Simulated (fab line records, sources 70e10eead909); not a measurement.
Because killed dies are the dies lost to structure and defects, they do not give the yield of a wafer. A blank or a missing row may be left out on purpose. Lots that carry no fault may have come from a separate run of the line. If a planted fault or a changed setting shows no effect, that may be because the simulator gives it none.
fab line records || flow nand-harc
record {"lots": 14, "wafers": 42, "last-day": 32}
route steps=1302 shown P_GATE@182 A_BONDPAD@1221 HYBRID_BOND@1242 THIN_TSV@1291 END@1302
lots untouched by any fault: they come from a run of this same line in which no faults occurred
start-h: hours from the record's first day to the start of the lot's first wafer shown || wait-h: hours since the lot's step before || " unchanged from the row above || L1.1+2: one row covering several wafers at once || - value missing, or start not given || * or withheld: withheld || < > ~ a bound
route shown NAME@n: a module of which the file shows steps, and the number in the route of the first || usual: mean/standard deviation of fault-free wafers || same: alike in all rows || chamber/n: place in a boat || sites: the reading at each site || _std_site: the standard deviation of these || _edge_site: inner sites' mean taken away from outer sites' mean || radius-mm: for every site, how far away it sits from the centre of the wafer || mask NAME#n: copy n || behind: the tool/chamber that last shaped the wafer || hold: what put the lot on hold/how long, in hours/how the hold closed || device: the n, p or np transistor that did not switch || end of line: the route-end tests of the same wafers || a step without rows: its recipe alone || killed: dies lost to structure and defects at the first sort, not the wafer's yield || map: dies across one wafer; x = killed, . = not, _ = none there
set.NAME: the setting that was run; set.NAME@STEP: the one run at that earlier step || model.NAME: the simulator's own value behind a step, which no gauge read
a sample of lots followed through the steps of the route, with each step as a table and each wafer as a row
services: the hour from which a tool's chamber was out of use, counted from the record's first day as start-h (under 0 if before that day), plus the number of hours and why
## steps
# step NHARC_P_GATE_EXPOSE_56
# recipe {"na": 0.6, "target-cd-nm": 720, "dose-mj": 14.81, "mask-id": "P_PSD"}
{"lot.wafer": "L311.1+4+5", "tool": "krf-scanner-04", "chamber": 0, "start-h": 117.30, "wait-h": "-", "mask": "P_PSD#0"}
{"lot.wafer": "L313.4+5+6", "tool": "krf-scanner-01", "chamber": 0, "start-h": 138.70, "wait-h": "-", "mask": "P_PSD#0"}
{"lot.wafer": "L314.1+3+6", "tool": "krf-scanner-01", "chamber": 0, "start-h": 150.42, "wait-h": "-", "mask": "P_PSD#0"}
{"lot.wafer": "L315.3+5+6", "tool": "krf-scanner-04", "chamber": 0, "start-h": 157.60, "wait-h": "-", "mask": "P_PSD#0"}
{"lot.wafer": "L316.1+2+3", "tool": "krf-scanner-04", "chamber": 0, "start-h": 169.40, "wait-h": "-", "mask": "P_PSD#0"}
{"lot.wafer": "L317.2+4+5", "tool": "krf-scanner-03", "chamber": 0, "start-h": 185.68, "wait-h": "-", "mask": "P_PSD#0"}
{"lot.wafer": "L318.2+5+6", "tool": "krf-scanner-01", "chamber": 0, "start-h": 191.07, "wait-h": "-", "mask": "P_PSD#0"}
{"lot.wafer": "L319.1+2+5", "tool": "krf-scanner-01", "chamber": 0, "start-h": 214.25, "wait-h": "-", "mask": "P_PSD#0"}
{"lot.wafer": "L321.1+2+3", "tool": "krf-scanner-04", "chamber": 0, "start-h": 220.56, "wait-h": "-", "mask": "P_PSD#0"}
{"lot.wafer": "L325.2+4+5", "tool": "krf-scanner-03", "chamber": 0, "start-h": 258.55, "wait-h": "-", "mask": "P_PSD#0"}
{"lot.wafer": "L326.4+5+6", "tool": "krf-scanner-04", "chamber": 0, "start-h": 274.24, "wait-h": "-", "mask": "P_PSD#0"}
{"lot.wafer": "L327.2+4+5", "tool": "krf-scanner-04", "chamber": 0, "start-h": 275.33, "wait-h": "-", "mask": "P_PSD#0"}
{"lot.wafer": "L328.1+2+3", "tool": "krf-scanner-03", "chamber": 0, "start-h": 287.97, "wait-h": "-", "mask": "P_PSD#0"}
{"lot.wafer": "L332.1+3+4", "tool": "krf-scanner-03", "chamber": 0, "start-h": 329.71, "wait-h": "-", "mask": "P_PSD#0"}
# step NHARC_A_BONDPAD_CD_MEAS_13
# usual {"cd-nm": "499.7/1.8"}
{"lot.wafer": "L311.1", "tool": "cd-sem-02", "chamber": "-", "start-h": 546.48, "wait-h": "-", "cd-nm": 500.7}
{"lot.wafer": "L311.4", "tool": "cd-sem-02", "chamber": "-", "start-h": 546.48, "wait-h": "-", "cd-nm": 499.5}
{"lot.wafer": "L311.5", "tool": "cd-sem-02", "chamber": "-", "start-h": 546.48, "wait-h": "-", "cd-nm": 502.1}
{"lot.wafer": "L313.4", "tool": "cd-sem-01", "chamber": "-", "start-h": 551.05, "wait-h": "-", "cd-nm": 500.9}
{"lot.wafer": "L313.5", "tool": "cd-sem-01", "chamber": "-", "start-h": 551.05, "wait-h": "-", "cd-nm": 501.4}
{"lot.wafer": "L313.6", "tool": "cd-sem-01", "chamber": "-", "start-h": 551.05, "wait-h": "-", "cd-nm": 498.7}
{"lot.wafer": "L314.1", "tool": "cd-sem-02", "chamber": "-", "start-h": 561.16, "wait-h": "-", "cd-nm": 500.2}
{"lot.wafer": "L314.3", "tool": "cd-sem-02", "chamber": "-", "start-h": 561.16, "wait-h": "-", "cd-nm": 499.6}
{"lot.wafer": "L314.6", "tool": "cd-sem-02", "chamber": "-", "start-h": 561.16, "wait-h": "-", "cd-nm": 501.0}
{"lot.wafer": "L315.3", "tool": "cd-sem-02", "chamber": "-", "start-h": 563.19, "wait-h": "-", "cd-nm": 503.0}
{"lot.wafer": "L315.5", "tool": "cd-sem-02", "chamber": "-", "start-h": 563.19, "wait-h": "-", "cd-nm": 497.9}
{"lot.wafer": "L315.6", "tool": "cd-sem-02", "chamber": "-", "start-h": 563.19, "wait-h": "-", "cd-nm": 499.2}
{"lot.wafer": "L316.1", "tool": "cd-sem-02", "chamber": "-", "start-h": 581.45, "wait-h": "-", "cd-nm": 497.6}
{"lot.wafer": "L316.2", "tool": "cd-sem-02", "chamber": "-", "start-h": 581.45, "wait-h": "-", "cd-nm": 497.0}
{"lot.wafer": "L316.3", "tool": "cd-sem-02", "chamber": "-", "start-h": 581.45, "wait-h": "-", "cd-nm": 500.1}
{"lot.wafer": "L317.2", "tool": "cd-sem-02", "chamber": "-", "start-h": 597.98, "wait-h": "-", "cd-nm": 497.8}
{"lot.wafer": "L317.4", "tool": "cd-sem-02", "chamber": "-", "start-h": 597.98, "wait-h": "-", "cd-nm": 499.3}
{"lot.wafer": "L317.5", "tool": "cd-sem-02", "chamber": "-", "start-h": 597.98, "wait-h": "-", "cd-nm": 496.3}
{"lot.wafer": "L318.2", "tool": "cd-sem-01", "chamber": "-", "start-h": 619.86, "wait-h": "-", "cd-nm": 498.0}
{"lot.wafer": "L318.5", "tool": "cd-sem-01", "chamber": "-", "start-h": 619.86, "wait-h": "-", "cd-nm": 500.2}
{"lot.wafer": "L318.6", "tool": "cd-sem-01", "chamber": "-", "start-h": 619.86, "wait-h": "-", "cd-nm": 497.9}
{"lot.wafer": "L319.1", "tool": "cd-sem-02", "chamber": "-", "start-h": 630.94, "wait-h": "-", "cd-nm": 499.0}
{"lot.wafer": "L319.2", "tool": "cd-sem-02", "chamber": "-", "start-h": 630.94, "wait-h": "-", "cd-nm": 499.4}
{"lot.wafer": "L319.5", "tool": "cd-sem-02", "chamber": "-", "start-h": 630.94, "wait-h": "-", "cd-nm": 499.9}
{"lot.wafer": "L321.1", "tool": "cd-sem-02", "chamber": "-", "start-h": 641.84, "wait-h": "-", "cd-nm": 500.3}
{"lot.wafer": "L321.2", "tool": "cd-sem-02", "chamber": "-", "start-h": 641.84, "wait-h": "-", "cd-nm": 499.2}
{"lot.wafer": "L321.3", "tool": "cd-sem-02", "chamber": "-", "start-h": 641.84, "wait-h": "-", "cd-nm": 501.2}
{"lot.wafer": "L325.2", "tool": "cd-sem-02", "chamber": "-", "start-h": 685.07, "wait-h": "-", "cd-nm": 499.1}
{"lot.wafer": "L325.4", "tool": "cd-sem-02", "chamber": "-", "start-h": 685.07, "wait-h": "-", "cd-nm": 497.6}
{"lot.wafer": "L325.5", "tool": "cd-sem-02", "chamber": "-", "start-h": 685.07, "wait-h": "-", "cd-nm": 498.6}
{"lot.wafer": "L326.4", "tool": "cd-sem-01", "chamber": "-", "start-h": 701.33, "wait-h": "-", "cd-nm": 497.0}
{"lot.wafer": "L326.5", "tool": "cd-sem-01", "chamber": "-", "start-h": 701.33, "wait-h": "-", "cd-nm": 502.6}
{"lot.wafer": "L326.6", "tool": "cd-sem-01", "chamber": "-", "start-h": 701.33, "wait-h": "-", "cd-nm": 498.8}
{"lot.wafer": "L327.2", "tool": "cd-sem-01", "chamber": "-", "start-h": 702.01, "wait-h": "-", "cd-nm": 501.1}
{"lot.wafer": "L327.4", "tool": "cd-sem-01", "chamber": "-", "start-h": 702.01, "wait-h": "-", "cd-nm": 503.3}
{"lot.wafer": "L327.5", "tool": "cd-sem-01", "chamber": "-", "start-h": 702.01, "wait-h": "-", "cd-nm": 499.4}
{"lot.wafer": "L328.1", "tool": "cd-sem-02", "chamber": "-", "start-h": 722.98, "wait-h": "-", "cd-nm": 500.8}
{"lot.wafer": "L328.2", "tool": "cd-sem-02", "chamber": "-", "start-h": 722.98, "wait-h": "-", "cd-nm": 504.0}
{"lot.wafer": "L328.3", "tool": "cd-sem-02", "chamber": "-", "start-h": 722.98, "wait-h": "-", "cd-nm": 502.9}
{"lot.wafer": "L332.1", "tool": "cd-sem-01", "chamber": "-", "start-h": 742.17, "wait-h": "-", "cd-nm": 498.1}
{"lot.wafer": "L332.3", "tool": "cd-sem-01", "chamber": "-", "start-h": 742.17, "wait-h": "-", "cd-nm": 503.4}
{"lot.wafer": "L332.4", "tool": "cd-sem-01", "chamber": "-", "start-h": 742.17, "wait-h": "-", "cd-nm": 501.3}
# step NHARC_HYBRID_BOND_OVL_MEAS_05
# usual {"overlay-x-nm": "-5/32", "overlay-y-nm": "3/32"}
{"lot.wafer": "L311.1", "tool": "overlay-02", "chamber": "-", "start-h": 555.03, "wait-h": 0.4, "overlay-x-nm": -3, "overlay-y-nm": 91}
{"lot.wafer": "L311.4", "tool": "overlay-02", "chamber": "-", "start-h": 555.03, "wait-h": 0.4, "overlay-x-nm": 33, "overlay-y-nm": 17}
{"lot.wafer": "L311.5", "tool": "overlay-02", "chamber": "-", "start-h": 555.03, "wait-h": 0.4, "overlay-x-nm": 1, "overlay-y-nm": 44}
{"lot.wafer": "L313.4", "tool": "overlay-02", "chamber": "-", "start-h": 560.97, "wait-h": 0.4, "overlay-x-nm": -20, "overlay-y-nm": 32}
{"lot.wafer": "L313.5", "tool": "overlay-02", "chamber": "-", "start-h": 560.97, "wait-h": 0.4, "overlay-x-nm": 7, "overlay-y-nm": -1}
{"lot.wafer": "L313.6", "tool": "overlay-02", "chamber": "-", "start-h": 560.97, "wait-h": 0.4, "overlay-x-nm": 3, "overlay-y-nm": -60}
{"lot.wafer": "L314.1", "tool": "overlay-02", "chamber": "-", "start-h": 572.62, "wait-h": 0.4, "overlay-x-nm": 6, "overlay-y-nm": 5}
{"lot.wafer": "L314.3", "tool": "overlay-02", "chamber": "-", "start-h": 572.62, "wait-h": 0.4, "overlay-x-nm": -70, "overlay-y-nm": 5}
{"lot.wafer": "L314.6", "tool": "overlay-02", "chamber": "-", "start-h": 572.62, "wait-h": 0.4, "overlay-x-nm": 3, "overlay-y-nm": -10}
{"lot.wafer": "L315.3", "tool": "overlay-01", "chamber": "-", "start-h": 572.62, "wait-h": 0.4, "overlay-x-nm": 89, "overlay-y-nm": 3}
{"lot.wafer": "L315.5", "tool": "overlay-01", "chamber": "-", "start-h": 572.62, "wait-h": 0.4, "overlay-x-nm": 16, "overlay-y-nm": 27}
{"lot.wafer": "L315.6", "tool": "overlay-01", "chamber": "-", "start-h": 572.62, "wait-h": 0.4, "overlay-x-nm": -42, "overlay-y-nm": -7}
{"lot.wafer": "L316.1", "tool": "overlay-01", "chamber": "-", "start-h": 593.14, "wait-h": 0.4, "overlay-x-nm": -26, "overlay-y-nm": 16}
{"lot.wafer": "L316.2", "tool": "overlay-01", "chamber": "-", "start-h": 593.14, "wait-h": 0.4, "overlay-x-nm": 26, "overlay-y-nm": -8}
{"lot.wafer": "L316.3", "tool": "overlay-01", "chamber": "-", "start-h": 593.14, "wait-h": 0.4, "overlay-x-nm": -29, "overlay-y-nm": 30}
{"lot.wafer": "L317.2", "tool": "overlay-02", "chamber": "-", "start-h": 609.81, "wait-h": 0.4, "overlay-x-nm": -17, "overlay-y-nm": 37}
{"lot.wafer": "L317.4", "tool": "overlay-02", "chamber": "-", "start-h": 609.81, "wait-h": 0.4, "overlay-x-nm": 49, "overlay-y-nm": 40}
{"lot.wafer": "L317.5", "tool": "overlay-02", "chamber": "-", "start-h": 609.81, "wait-h": 0.4, "overlay-x-nm": -4, "overlay-y-nm": 12}
{"lot.wafer": "L318.2", "tool": "overlay-02", "chamber": "-", "start-h": 632.50, "wait-h": 0.4, "overlay-x-nm": -6, "overlay-y-nm": -34}
{"lot.wafer": "L318.5", "tool": "overlay-02", "chamber": "-", "start-h": 632.50, "wait-h": 0.4, "overlay-x-nm": 43, "overlay-y-nm": 23}
{"lot.wafer": "L318.6", "tool": "overlay-02", "chamber": "-", "start-h": 632.50, "wait-h": 0.4, "overlay-x-nm": -22, "overlay-y-nm": 2}
{"lot.wafer": "L319.1", "tool": "overlay-01", "chamber": "-", "start-h": 643.83, "wait-h": 0.4, "overlay-x-nm": 36, "overlay-y-nm": 4}
{"lot.wafer": "L319.2", "tool": "overlay-01", "chamber": "-", "start-h": 643.83, "wait-h": 0.4, "overlay-x-nm": -38, "overlay-y-nm": -9}
{"lot.wafer": "L319.5", "tool": "overlay-01", "chamber": "-", "start-h": 643.83, "wait-h": 0.4, "overlay-x-nm": 17, "overlay-y-nm": 10}
{"lot.wafer": "L321.1", "tool": "overlay-02", "chamber": "-", "start-h": 650.39, "wait-h": 0.4, "overlay-x-nm": -16, "overlay-y-nm": 22}
{"lot.wafer": "L321.2", "tool": "overlay-02", "chamber": "-", "start-h": 650.39, "wait-h": 0.4, "overlay-x-nm": -4, "overlay-y-nm": -18}
{"lot.wafer": "L321.3", "tool": "overlay-02", "chamber": "-", "start-h": 650.39, "wait-h": 0.4, "overlay-x-nm": -22, "overlay-y-nm": -34}
{"lot.wafer": "L325.2", "tool": "overlay-01", "chamber": "-", "start-h": 696.75, "wait-h": 0.4, "overlay-x-nm": 2, "overlay-y-nm": -27}
{"lot.wafer": "L325.4", "tool": "overlay-01", "chamber": "-", "start-h": 696.75, "wait-h": 0.4, "overlay-x-nm": -4, "overlay-y-nm": 72}
{"lot.wafer": "L325.5", "tool": "overlay-01", "chamber": "-", "start-h": 696.75, "wait-h": 0.4, "overlay-x-nm": 8, "overlay-y-nm": 11}
{"lot.wafer": "L327.2", "tool": "overlay-01", "chamber": "-", "start-h": 713.07, "wait-h": 0.4, "overlay-x-nm": -27, "overlay-y-nm": 19}
{"lot.wafer": "L327.4", "tool": "overlay-01", "chamber": "-", "start-h": 713.07, "wait-h": 0.4, "overlay-x-nm": 30, "overlay-y-nm": -1}
{"lot.wafer": "L327.5", "tool": "overlay-01", "chamber": "-", "start-h": 713.07, "wait-h": 0.4, "overlay-x-nm": -51, "overlay-y-nm": -23}
{"lot.wafer": "L326.4", "tool": "overlay-02", "chamber": "-", "start-h": 713.08, "wait-h": 0.4, "overlay-x-nm": -28, "overlay-y-nm": -47}
{"lot.wafer": "L326.5", "tool": "overlay-02", "chamber": "-", "start-h": 713.08, "wait-h": 0.4, "overlay-x-nm": -13, "overlay-y-nm": 74}
{"lot.wafer": "L326.6", "tool": "overlay-02", "chamber": "-", "start-h": 713.08, "wait-h": 0.4, "overlay-x-nm": 26, "overlay-y-nm": 15}
{"lot.wafer": "L328.1", "tool": "overlay-01", "chamber": "-", "start-h": 733.12, "wait-h": 0.4, "overlay-x-nm": -31, "overlay-y-nm": -6}
{"lot.wafer": "L328.2", "tool": "overlay-01", "chamber": "-", "start-h": 733.12, "wait-h": 0.4, "overlay-x-nm": 21, "overlay-y-nm": -52}
{"lot.wafer": "L328.3", "tool": "overlay-01", "chamber": "-", "start-h": 733.12, "wait-h": 0.4, "overlay-x-nm": -45, "overlay-y-nm": -10}
{"lot.wafer": "L332.1", "tool": "overlay-02", "chamber": "-", "start-h": 753.42, "wait-h": 0.4, "overlay-x-nm": 22, "overlay-y-nm": 47}
{"lot.wafer": "L332.3", "tool": "overlay-02", "chamber": "-", "start-h": 753.42, "wait-h": 0.4, "overlay-x-nm": 38, "overlay-y-nm": 11}
{"lot.wafer": "L332.4", "tool": "overlay-02", "chamber": "-", "start-h": 753.42, "wait-h": 0.4, "overlay-x-nm": -48, "overlay-y-nm": 15}
# step NHARC_THIN_TSV_CD_MEAS_33
# recipe {"target-cd-nm": 5000, "landing-energy-ev": 500}
# usual {"cd-nm": "5000.7/1.8"}
{"lot.wafer": "L311.1", "tool": "cd-sem-02", "chamber": 0, "start-h": 563.69, "wait-h": "-", "cd-nm": 5001.2}
{"lot.wafer": "L311.4", "tool": "cd-sem-02", "chamber": 0, "start-h": 563.69, "wait-h": "-", "cd-nm": 5000.0}
{"lot.wafer": "L311.5", "tool": "cd-sem-02", "chamber": 0, "start-h": 563.69, "wait-h": "-", "cd-nm": 4999.5}
{"lot.wafer": "L313.4", "tool": "cd-sem-01", "chamber": 0, "start-h": 569.64, "wait-h": "-", "cd-nm": 5005.1}
{"lot.wafer": "L313.5", "tool": "cd-sem-01", "chamber": 0, "start-h": 569.64, "wait-h": "-", "cd-nm": 5003.1}
{"lot.wafer": "L313.6", "tool": "cd-sem-01", "chamber": 0, "start-h": 569.64, "wait-h": "-", "cd-nm": 5000.7}
{"lot.wafer": "L314.1", "tool": "cd-sem-03", "chamber": 0, "start-h": 581.23, "wait-h": "-", "cd-nm": 5000.4}
{"lot.wafer": "L314.3", "tool": "cd-sem-03", "chamber": 0, "start-h": 581.23, "wait-h": "-", "cd-nm": 5001.4}
{"lot.wafer": "L314.6", "tool": "cd-sem-03", "chamber": 0, "start-h": 581.23, "wait-h": "-", "cd-nm": 5002.0}
{"lot.wafer": "L315.3", "tool": "cd-sem-02", "chamber": 0, "start-h": 582.23, "wait-h": "-", "cd-nm": 4999.9}
{"lot.wafer": "L315.5", "tool": "cd-sem-02", "chamber": 0, "start-h": 582.23, "wait-h": "-", "cd-nm": 4997.2}
{"lot.wafer": "L315.6", "tool": "cd-sem-02", "chamber": 0, "start-h": 582.23, "wait-h": "-", "cd-nm": 5001.0}
{"lot.wafer": "L316.1", "tool": "cd-sem-01", "chamber": 0, "start-h": 601.84, "wait-h": "-", "cd-nm": 5002.4}
{"lot.wafer": "L316.2", "tool": "cd-sem-01", "chamber": 0, "start-h": 601.84, "wait-h": "-", "cd-nm": 4999.8}
{"lot.wafer": "L316.3", "tool": "cd-sem-01", "chamber": 0, "start-h": 601.84, "wait-h": "-", "cd-nm": 5002.8}
{"lot.wafer": "L317.2", "tool": "cd-sem-01", "chamber": 0, "start-h": 618.49, "wait-h": "-", "cd-nm": 5002.0}
{"lot.wafer": "L317.4", "tool": "cd-sem-01", "chamber": 0, "start-h": 618.49, "wait-h": "-", "cd-nm": 5001.4}
{"lot.wafer": "L317.5", "tool": "cd-sem-01", "chamber": 0, "start-h": 618.49, "wait-h": "-", "cd-nm": 4998.1}
{"lot.wafer": "L318.2", "tool": "cd-sem-01", "chamber": 0, "start-h": 641.08, "wait-h": "-", "cd-nm": 5004.5}
{"lot.wafer": "L318.5", "tool": "cd-sem-01", "chamber": 0, "start-h": 641.08, "wait-h": "-", "cd-nm": 5001.7}
{"lot.wafer": "L318.6", "tool": "cd-sem-01", "chamber": 0, "start-h": 641.08, "wait-h": "-", "cd-nm": 5000.4}
{"lot.wafer": "L319.1", "tool": "cd-sem-01", "chamber": 0, "start-h": 653.95, "wait-h": "-", "cd-nm": 5002.5}
{"lot.wafer": "L319.2", "tool": "cd-sem-01", "chamber": 0, "start-h": 653.95, "wait-h": "-", "cd-nm": 5000.5}
{"lot.wafer": "L319.5", "tool": "cd-sem-01", "chamber": 0, "start-h": 653.95, "wait-h": "-", "cd-nm": 5001.3}
{"lot.wafer": "L321.1", "tool": "cd-sem-01", "chamber": 0, "start-h": 658.90, "wait-h": "-", "cd-nm": 5002.2}
{"lot.wafer": "L321.2", "tool": "cd-sem-01", "chamber": 0, "start-h": 658.90, "wait-h": "-", "cd-nm": 5001.3}
{"lot.wafer": "L321.3", "tool": "cd-sem-01", "chamber": 0, "start-h": 658.90, "wait-h": "-", "cd-nm": 5002.3}
{"lot.wafer": "L325.2", "tool": "cd-sem-01", "chamber": 0, "start-h": 706.59, "wait-h": "-", "cd-nm": 4998.0}
{"lot.wafer": "L325.4", "tool": "cd-sem-01", "chamber": 0, "start-h": 706.59, "wait-h": "-", "cd-nm": 4998.5}
{"lot.wafer": "L325.5", "tool": "cd-sem-01", "chamber": 0, "start-h": 706.59, "wait-h": "-", "cd-nm": 4999.0}
{"lot.wafer": "L327.2", "tool": "cd-sem-02", "chamber": 0, "start-h": 721.62, "wait-h": "-", "cd-nm": 5002.4}
{"lot.wafer": "L327.4", "tool": "cd-sem-02", "chamber": 0, "start-h": 721.62, "wait-h": "-", "cd-nm": 5002.9}
{"lot.wafer": "L327.5", "tool": "cd-sem-02", "chamber": 0, "start-h": 721.62, "wait-h": "-", "cd-nm": 5002.2}
{"lot.wafer": "L326.4", "tool": "cd-sem-01", "chamber": 0, "start-h": 722.78, "wait-h": "-", "cd-nm": 5001.6}
{"lot.wafer": "L326.5", "tool": "cd-sem-01", "chamber": 0, "start-h": 722.78, "wait-h": "-", "cd-nm": 4999.6}
{"lot.wafer": "L326.6", "tool": "cd-sem-01", "chamber": 0, "start-h": 722.78, "wait-h": "-", "cd-nm": 4998.0}
{"lot.wafer": "L328.1", "tool": "cd-sem-02", "chamber": 0, "start-h": 742.85, "wait-h": "-", "cd-nm": 5000.3}
{"lot.wafer": "L328.2", "tool": "cd-sem-02", "chamber": 0, "start-h": 742.85, "wait-h": "-", "cd-nm": 4999.1}
{"lot.wafer": "L328.3", "tool": "cd-sem-02", "chamber": 0, "start-h": 742.85, "wait-h": "-", "cd-nm": 5000.2}
{"lot.wafer": "L332.1", "tool": "cd-sem-02", "chamber": 0, "start-h": 763.30, "wait-h": "-", "cd-nm": 5000.3}
{"lot.wafer": "L332.3", "tool": "cd-sem-02", "chamber": 0, "start-h": 763.30, "wait-h": "-", "cd-nm": 4999.4}
{"lot.wafer": "L332.4", "tool": "cd-sem-02", "chamber": 0, "start-h": 763.30, "wait-h": "-", "cd-nm": 4999.6}
# step NHARC_END_SORT_01
# recipe {"temp-c": 25}
# usual {"killed-at-array": "63/17", "killed-at-other": "0.8/1.1", "killed-at-periphery": "3.5/3", "killed-dies": "67/17", "killed-open": "3.1/1.6", "killed-short": "2.6/1.4"}
# same {"gross-dies": 677}
{"lot.wafer": "L327.2", "tool": "prober-01", "chamber": 0, "start-h": 732.87, "wait-h": 2.8, "killed-at-array": 46, "killed-at-other": 0, "killed-at-periphery": 631, "killed-dies": 677, "killed-open": 2, "killed-short": 4}
{"lot.wafer": "L327.4", "tool": "prober-01", "chamber": 0, "start-h": 734.46, "wait-h": 3.4, "killed-at-array": 52, "killed-at-other": 1, "killed-at-periphery": 624, "killed-dies": 677, "killed-open": 3, "killed-short": 3}
{"lot.wafer": "L327.5", "tool": "prober-01", "chamber": 0, "start-h": 735.25, "wait-h": 3.7, "killed-at-array": 65, "killed-at-other": 2, "killed-at-periphery": 610, "killed-dies": 677, "killed-open": 3, "killed-short": 6}
{"lot.wafer": "L326.4", "tool": "prober-02", "chamber": 0, "start-h": 734.46, "wait-h": 3.4, "killed-at-array": 57, "killed-at-other": 0, "killed-at-periphery": 620, "killed-dies": 677, "killed-open": 3, "killed-short": 2}
{"lot.wafer": "L326.5", "tool": "prober-02", "chamber": 0, "start-h": 735.26, "wait-h": 3.7, "killed-at-array": 69, "killed-at-other": 0, "killed-at-periphery": 608, "killed-dies": 677, "killed-open": 5, "killed-short": 3}
{"lot.wafer": "L326.6", "tool": "prober-02", "chamber": 0, "start-h": 736.06, "wait-h": 4.0, "killed-at-array": 76, "killed-at-other": 0, "killed-at-periphery": 601, "killed-dies": 677, "killed-open": 1, "killed-short": 4}
# killed by level:class
L327.2 P_GATE:overlay=624 A_CHANNEL_HOLE_D1:chamber-film-flake=27 A_CONTACT:chamber-film-flake=7 A_STAIRCASE:chamber-film-flake=6 A_DECK1_JOINT:chamber-film-flake=3 P_M0:geometric-particle:short=2 P_GATE:geometric-particle:short=1 P_CONTACT:geometric-particle:open=1
L327.4 P_GATE:overlay=622 A_CHANNEL_HOLE_D1:chamber-film-flake=34 A_CONTACT:chamber-film-flake=6 A_STAIRCASE:chamber-film-flake=5 A_SLIT:chamber-film-flake=2 P_GATE:geometric-particle:short=1 P_M1:geometric-particle:open=1 A_ONON_D1:geometric-particle:open=1
L326.4 P_GATE:overlay=614 A_SLIT:chamber-film-flake=24 A_CHANNEL_HOLE_D2:chamber-film-flake=16 A_CHANNEL_HOLE_D1:chamber-film-flake=7 A_CONTACT:chamber-film-flake=7 A_STAIRCASE:chamber-film-flake=3 P_GATE:geometric-particle:open=1 P_GATE:geometric-particle:short=1
L327.5 P_GATE:overlay=609 A_CHANNEL_HOLE_D1:chamber-film-flake=35 A_STAIRCASE:chamber-film-flake=9 A_CONTACT:chamber-film-flake=7 A_SLIT:chamber-film-flake=3 A_ONON_D1:geometric-particle:short=2 A_DECK1_JOINT:chamber-film-flake=2 THIN_TSV:chamber-film-flake=2
L326.5 P_GATE:overlay=607 A_SLIT:chamber-film-flake=35 A_CHANNEL_HOLE_D2:chamber-film-flake=21 A_CHANNEL_HOLE_D1:chamber-film-flake=6 A_M0:geometric-particle:open=2 P_M0:geometric-particle:open=1 A_CHANNEL_FILL_D1:geometric-particle:short=1 A_DECK1_JOINT:geometric-particle:short=1
L326.6 P_GATE:overlay=597 A_SLIT:chamber-film-flake=37 A_CHANNEL_HOLE_D2:chamber-film-flake=22 A_CHANNEL_HOLE_D1:chamber-film-flake=7 A_CONTACT:chamber-film-flake=4 P_STI:chamber-film-flake=2 A_CHANNEL_FILL_D1:geometric-particle:short=1 A_ONON_D2:geometric-particle:short=1
## services
{"tool": "krf-scanner-04", "chamber": "-", "start-h": 100.19, "hours": 0.3, "kind": "repair"}
{"tool": "krf-scanner-03", "chamber": "-", "start-h": 132.99, "hours": 0.5, "kind": "repair"}
{"tool": "krf-scanner-01", "chamber": "-", "start-h": 140.00, "hours": 4.0, "kind": "pm"}
{"tool": "krf-scanner-04", "chamber": 0, "start-h": 142.72, "hours": "-", "kind": "calibration"}
{"tool": "krf-scanner-04", "chamber": "-", "start-h": 187.05, "hours": 4.0, "kind": "pm"}
{"tool": "krf-scanner-01", "chamber": "-", "start-h": 206.33, "hours": 6.3, "kind": "repair"}
{"tool": "krf-scanner-03", "chamber": "-", "start-h": 224.00, "hours": 4.0, "kind": "pm"}
{"tool": "krf-scanner-01", "chamber": 0, "start-h": 230.62, "hours": "-", "kind": "calibration"}
{"tool": "krf-scanner-03", "chamber": 0, "start-h": 235.50, "hours": "-", "kind": "calibration"}
{"tool": "krf-scanner-04", "chamber": "-", "start-h": 249.14, "hours": 0.3, "kind": "repair"}
{"tool": "krf-scanner-01", "chamber": "-", "start-h": 254.25, "hours": 8.8, "kind": "repair"}
{"tool": "krf-scanner-04", "chamber": "-", "start-h": 298.41, "hours": 18.3, "kind": "repair"}
{"tool": "krf-scanner-01", "chamber": "-", "start-h": 312.00, "hours": 4.0, "kind": "pm"}
## key
first-sign {"step": "NHARC_END_SORT_01", "reading": "killed-at-periphery", "direction": "up", "sigmas": "99+", "usual": 3.5, "struck": 615.7}
effect {"step": "NHARC_END_SORT_01", "reading": "killed-dies", "direction": "up", "sigmas": 35, "usual": 67, "struck": 677}
more-kills-born-at {"NHARC_P_GATE_EXPOSE_56@krf-scanner-04": 3673}
met-at NHARC_P_GATE_EXPOSE_56
struck-lots L326,L327
tester-left-out L326,L327
not-acting-at NHARC_A_BONDPAD_CD_MEAS_13,NHARC_HYBRID_BOND_OVL_MEAS_05,NHARC_THIN_TSV_CD_MEAS_33
onset-between 220.56 274.24
fault {"kind": "scanner-matching-overlay", "tool": "krf-scanner-04", "chamber": "-", "onset-h": 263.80, "steps": "NHARC_P_GATE_EXPOSE_56", "offset": 205.67}
# tester-left-out: of these lots the tester's yield and bins aren't shown, on N5 and GAA mostly nor the transistor test; their killed dies are dies lost to structure and defects alone, not to doping, threshold or leakage, so they don't give the yield
